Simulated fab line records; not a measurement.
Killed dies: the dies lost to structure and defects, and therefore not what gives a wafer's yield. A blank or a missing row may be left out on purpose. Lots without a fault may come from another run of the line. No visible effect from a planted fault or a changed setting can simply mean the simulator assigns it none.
Split-lot experiment    flow n5Finfet    route with 1938 steps; 7 lots, 21 wafers read

## ABOUT THE SPLIT
At N5_BEOL_M14_EXPOSE_07 (exposes mask V13), the setting doseMj was moved away from the recipe's 57 on 7 of the 21 wafers read, by -7.1% to +6.4%. The other wafers ran this setting at the recipe's value.

## FROM THE SPLIT TO THE READING: what the file shows between them, 11 steps
- N5_BEOL_M14_PEB_08: peb time 90 s
- N5_BEOL_M14_DEVELOP_09: develop time 45 s
- N5_BEOL_M14_HARDBAKE_14: time 120 s
- N5_BEOL_M14_CD_MEAS_10: target cd 250 nm
- N5_BEOL_M14_DESCUM_15: chemistry O2, time 7.9 s
- N5_BEOL_M14_ETCH_59: etches BARC in N2/H2, target depth 89 nm, overetch 26.7 nm, time 67.9 s
- N5_BEOL_M14_VIA_ETCH_16: etches SiO2 in C4F8/O2/Ar, target depth 1231.3 nm
- N5_BEOL_M14_STRIP_63: strips in O2
- N5_BEOL_M14_STRIP_64: strips in O2
- N5_BEOL_M14_STRIP_71: strips in post etch residue remover, time 60 s
- N5_BEOL_M14_SRD_72: time 30 s, dry time 30 s

## THE READING
cdNm (nm) at N5_BEOL_M14_CD_MEAS_17, where the cd target is 250 nm. On this fab line, fault-free wafers typically give 251.3 nm with a standard deviation of 1.7 nm.

wafer   tool, chamber at the split  doseMj as run  against the recipe  cdNm, nm  against lot-mates on the recipe
L076.2  krfScanner-01, 0            57             recipe              249.5     -
L076.3  krfScanner-01, 0            60.63          +6.4%               258.1     +8.7
L076.4  krfScanner-01, 0            57             recipe              249.3     -
L080.1  krfScanner-02, 0            57             recipe              252.8     -
L080.4  krfScanner-02, 0            52.96          -7.1%               240.2     -12.1
L080.6  krfScanner-02, 0            57             recipe              251.8     -
L081.2  krfScanner-01, 0            54.47          -4.4%               241.2     -11.0
L081.4  krfScanner-01, 0            54.47          -4.4%               245.6     -6.6
L081.5  krfScanner-01, 0            57             recipe              252.2     -
L082.1  krfScanner-02, 0            57             recipe              253.0     -
L082.2  krfScanner-02, 0            59.14          +3.8%               259.0     +6.0
L082.6  krfScanner-02, 0            59.14          +3.8%               259.6     +6.6
L088.2  krfScanner-01, 0            57             recipe              250.6     -
L088.5  krfScanner-01, 0            57             recipe              250.8     -
L088.6  krfScanner-01, 0            57             recipe              251.8     -
L097.2  krfScanner-02, 0            57             recipe              254.0     -
L097.4  krfScanner-02, 0            57             recipe              252.3     -
L097.5  krfScanner-02, 0            60.22          +5.6%               264.7     +11.5
L095.2  krfScanner-02, 0            57             recipe              251.4     -
L095.3  krfScanner-02, 0            57             recipe              251.8     -
L095.4  krfScanner-02, 0            57             recipe              252.5     -

FIT RESULTS
A straight line over all 21 wafers: cdNm changes by +1.72 nm for each +1% of doseMj; r = +0.94; the points scatter about the line by 1.9 nm.
The same after taking each lot's own level away (the mean of its wafers on the recipe; 21 wafers): +1.75 nm for each +1%; r = +0.98; scatter 1.1 nm.
The reading moves by 12 nm for the largest change in doseMj, on that fit.
From 249.40 to 253.15 nm: that is the span of the lots' own levels, equal to 2.2 times the standard deviation above.
The two slopes are in agreement: the lot-to-lot level therefore moves the slope only a little.
Check: with one of the wafers moved furthest among these (-7.1%) left out of the fit, the line predicts -12.7 nm for it against its lot-mates. It came out at -12.1 nm against them.

## THESE WAFERS: OTHER SPLITS
Note: prior to the reading, these wafers also went through further splits. Each is held against what the fit with the lots' levels taken away leaves over:
other split on the same wafers  wafers away from the commonest value  r with cdNm (lot level and that fit taken away)
N5_BEOL_M12_EXPOSE_07 doseMj    9                                     +0.22
N5_BEOL_M12_ETCH_67 sourceW     3                                     -0.02
N5_BEOL_M14_ILD_DEP_00 timeS    3                                     +0.04

## THE WHOLE CHAIN: every reading that the file lists as answering this split, in the file's order
step                    what it does      reading  change (the file's fit)               r (the file's)
N5_BEOL_M14_CD_MEAS_10  target cd 250 nm  cdNm     +1.66 nm for each +1% of the setting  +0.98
N5_BEOL_M14_CD_MEAS_17  target cd 250 nm  cdNm     +1.72 nm for each +1% of the setting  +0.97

## THE FILE'S OWN FIT
cdNm changes by +1.72 nm for each +1% of doseMj, r = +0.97.
